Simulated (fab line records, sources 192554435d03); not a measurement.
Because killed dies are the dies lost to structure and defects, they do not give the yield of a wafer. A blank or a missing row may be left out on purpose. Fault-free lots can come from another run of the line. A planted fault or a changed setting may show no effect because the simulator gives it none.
Check of tool commonality || flow n5-finfet || 10 lots, 30 wafers sampled

== THE REASON FOR OPENING IT ==
On 2 of the 10 lots, a flag is raised at N5_PASSIVATION_CD_MEAS_44 on the reading cd-nm. Fault-free wafers read 40000 nm, with a standard deviation of 3.2.
Rule: a lot is flagged when every wafer of it that has a number lies more than 4 standard deviations from that mean, or none has a number. The other lots count as sound.

{"lot": "L532", "measured": "day 11 08:35", "on": "cd-sem-02", "cd-nm (nm), wafer by wafer": "39999 39998 40000", "flag": ""}
{"lot": "L531", "measured": "day 11 16:05", "on": "cd-sem-03", "cd-nm (nm), wafer by wafer": "39997 39992 39999", "flag": ""}
{"lot": "L535", "measured": "day 12 08:04", "on": "cd-sem-01", "cd-nm (nm), wafer by wafer": "40002 40001 39996", "flag": ""}
{"lot": "L534", "measured": "day 12 11:17", "on": "cd-sem-03", "cd-nm (nm), wafer by wafer": "39999 39999 39999", "flag": ""}
{"lot": "L544", "measured": "day 17 22:20", "on": "cd-sem-03", "cd-nm (nm), wafer by wafer": "40017 40021 40025", "flag": "FLAGGED"}
{"lot": "L543", "measured": "day 17 23:05", "on": "cd-sem-03", "cd-nm (nm), wafer by wafer": "40030 40026 40033", "flag": "FLAGGED"}
{"lot": "L550", "measured": "day 18 23:52", "on": "cd-sem-02", "cd-nm (nm), wafer by wafer": "40002 40000 40003", "flag": ""}
{"lot": "L551", "measured": "day 19 03:41", "on": "cd-sem-02", "cd-nm (nm), wafer by wafer": "40002 40008 40001", "flag": ""}
{"lot": "L554", "measured": "day 19 23:11", "on": "cd-sem-02", "cd-nm (nm), wafer by wafer": "40001 39997 40006", "flag": ""}
{"lot": "L549", "measured": "day 20 09:08", "on": "cd-sem-01", "cd-nm (nm), wafer by wafer": "40005 40005 40001", "flag": ""}
Average over the flagged lots: 40025 nm; offset from the usual +25 nm, equal to +8 standard deviations.

== WHICH TOOL RAN EACH LOT ==
The record holds 3 process steps before the reading, out of a route of 1938 steps. Cell contents, in order: the tool; ch with the chambers the sampled wafers went through; the start.
{"lot": "L532", "flag": "", "N5_PASSIVATION_VIA_ETCH_13": "rie-diel-03 ch 0,1, day 11 05:15", "N5_PASSIVATION_DEGAS_18": "pvd-sputter-02, day 11 05:40", "N5_PASSIVATION_EXPOSE_41": "krf-scanner-01 ch 0, day 11 08:25"}
{"lot": "L531", "flag": "", "N5_PASSIVATION_VIA_ETCH_13": "rie-diel-03 ch 0,1, day 11 11:44", "N5_PASSIVATION_DEGAS_18": "pvd-sputter-03, day 11 12:14", "N5_PASSIVATION_EXPOSE_41": "krf-scanner-01 ch 0, day 11 15:55"}
{"lot": "L535", "flag": "", "N5_PASSIVATION_VIA_ETCH_13": "rie-diel-04 ch 0,1,2, day 12 05:15", "N5_PASSIVATION_DEGAS_18": "pvd-sputter-02, day 12 05:41", "N5_PASSIVATION_EXPOSE_41": "krf-scanner-02 ch 0, day 12 07:53"}
{"lot": "L534", "flag": "", "N5_PASSIVATION_VIA_ETCH_13": "rie-diel-02 ch 1,3, day 12 08:08", "N5_PASSIVATION_DEGAS_18": "pvd-sputter-02, day 12 08:46", "N5_PASSIVATION_EXPOSE_41": "krf-scanner-02 ch 0, day 12 11:06"}
{"lot": "L544", "flag": "FLAGGED", "N5_PASSIVATION_VIA_ETCH_13": "rie-diel-03 ch 0,1,3, day 17 19:13", "N5_PASSIVATION_DEGAS_18": "pvd-sputter-02, day 17 19:54", "N5_PASSIVATION_EXPOSE_41": "krf-scanner-02 ch 0, day 17 22:09"}
{"lot": "L543", "flag": "FLAGGED", "N5_PASSIVATION_VIA_ETCH_13": "rie-diel-02 ch 0,1,3, day 17 19:54", "N5_PASSIVATION_DEGAS_18": "pvd-sputter-01, day 17 20:42", "N5_PASSIVATION_EXPOSE_41": "krf-scanner-02 ch 0, day 17 22:55"}
{"lot": "L550", "flag": "", "N5_PASSIVATION_VIA_ETCH_13": "rie-diel-04 ch 0,1, day 18 20:37", "N5_PASSIVATION_DEGAS_18": "pvd-sputter-01, day 18 21:18", "N5_PASSIVATION_EXPOSE_41": "krf-scanner-01 ch 0, day 18 23:41"}
{"lot": "L551", "flag": "", "N5_PASSIVATION_VIA_ETCH_13": "rie-diel-04 ch 0,2, day 19 00:11", "N5_PASSIVATION_DEGAS_18": "pvd-sputter-01, day 19 00:36", "N5_PASSIVATION_EXPOSE_41": "krf-scanner-01 ch 0, day 19 03:31"}
{"lot": "L554", "flag": "", "N5_PASSIVATION_VIA_ETCH_13": "rie-diel-03 ch 1,2,3, day 19 19:52", "N5_PASSIVATION_DEGAS_18": "pvd-sputter-02, day 19 20:37", "N5_PASSIVATION_EXPOSE_41": "krf-scanner-01 ch 0, day 19 23:01"}
{"lot": "L549", "flag": "", "N5_PASSIVATION_VIA_ETCH_13": "rie-diel-02 ch 0,1, day 20 03:37", "N5_PASSIVATION_DEGAS_18": "pvd-sputter-03, day 20 06:19", "N5_PASSIVATION_EXPOSE_41": "krf-scanner-01 ch 0, day 20 08:58"}
What is done by these steps:
- N5_PASSIVATION_VIA_ETCH_13: etches SiO2 in CHF3/O2, target depth 660 nm, time 330 s.
- N5_PASSIVATION_DEGAS_18: time 60 s.
- N5_PASSIVATION_EXPOSE_41: exposes mask PASS OPEN, defocus 0 nm, target cd 40000 nm.
- N5_PASSIVATION_CD_MEAS_44: target cd 40000 nm.

== FLAGGED AGAINST TOTAL, ONE TOOL AT A TIME (gauges that did the reading follow at the end) ==
{"step": "N5_PASSIVATION_VIA_ETCH_13", "tool": "rie-diel-02", "lots run": 3, "flagged": 1, "share of the flagged lots": "some", "sound lots run after its first flagged lot": "1 (L549)"}
{"step": "N5_PASSIVATION_VIA_ETCH_13", "tool": "rie-diel-03", "lots run": 4, "flagged": 1, "share of the flagged lots": "some", "sound lots run after its first flagged lot": "1 (L554)"}
{"step": "N5_PASSIVATION_VIA_ETCH_13", "tool": "rie-diel-04", "lots run": 3, "flagged": 0, "share of the flagged lots": "none", "sound lots run after its first flagged lot": "-"}
{"step": "N5_PASSIVATION_DEGAS_18", "tool": "pvd-sputter-01", "lots run": 3, "flagged": 1, "share of the flagged lots": "some", "sound lots run after its first flagged lot": "2 (L550,L551)"}
{"step": "N5_PASSIVATION_DEGAS_18", "tool": "pvd-sputter-02", "lots run": 5, "flagged": 1, "share of the flagged lots": "some", "sound lots run after its first flagged lot": "1 (L554)"}
{"step": "N5_PASSIVATION_DEGAS_18", "tool": "pvd-sputter-03", "lots run": 2, "flagged": 0, "share of the flagged lots": "none", "sound lots run after its first flagged lot": "-"}
{"step": "N5_PASSIVATION_EXPOSE_41", "tool": "krf-scanner-01", "lots run": 6, "flagged": 0, "share of the flagged lots": "none", "sound lots run after its first flagged lot": "-"}
{"step": "N5_PASSIVATION_EXPOSE_41", "tool": "krf-scanner-02", "lots run": 4, "flagged": 2, "share of the flagged lots": "all", "sound lots run after its first flagged lot": 0}
{"step": "N5_PASSIVATION_CD_MEAS_44", "tool": "cd-sem-01", "lots run": 2, "flagged": 0, "share of the flagged lots": "none", "sound lots run after its first flagged lot": "-"}
{"step": "N5_PASSIVATION_CD_MEAS_44", "tool": "cd-sem-02", "lots run": 4, "flagged": 0, "share of the flagged lots": "none", "sound lots run after its first flagged lot": "-"}
{"step": "N5_PASSIVATION_CD_MEAS_44", "tool": "cd-sem-03", "lots run": 4, "flagged": 2, "share of the flagged lots": "all", "sound lots run after its first flagged lot": 0}

== THE TABLE: WHAT IT ALLOWS ==
Every flagged lot went through 2 rows of the table: krf-scanner-02 at N5_PASSIVATION_EXPOSE_41 and cd-sem-03 at N5_PASSIVATION_CD_MEAS_44.
- krf-scanner-02 at N5_PASSIVATION_EXPOSE_41: 2 of its 4 lots flagged. Its last sound lot is L534 (day 12 11:06), its first flagged lot L544 (day 17 22:09): a fault that began between those two fits. Its own readings lie more than 4 standard deviations out on every wafer of the flagged lots: exposure-dose-mJ-cm2.
- cd-sem-03 at N5_PASSIVATION_CD_MEAS_44: 2 of its 4 lots flagged. Its last sound lot is L534 (day 12 11:17), its first flagged lot L544 (day 17 22:20): a fault that began between those two fits.
These 2 tools cannot be told apart by counting lots, since each of them fits a fault that started at some hour. More lots, or a look at what each step does to the wafer, might.

== WHAT THE SIMULATOR HAD PUT IN ==
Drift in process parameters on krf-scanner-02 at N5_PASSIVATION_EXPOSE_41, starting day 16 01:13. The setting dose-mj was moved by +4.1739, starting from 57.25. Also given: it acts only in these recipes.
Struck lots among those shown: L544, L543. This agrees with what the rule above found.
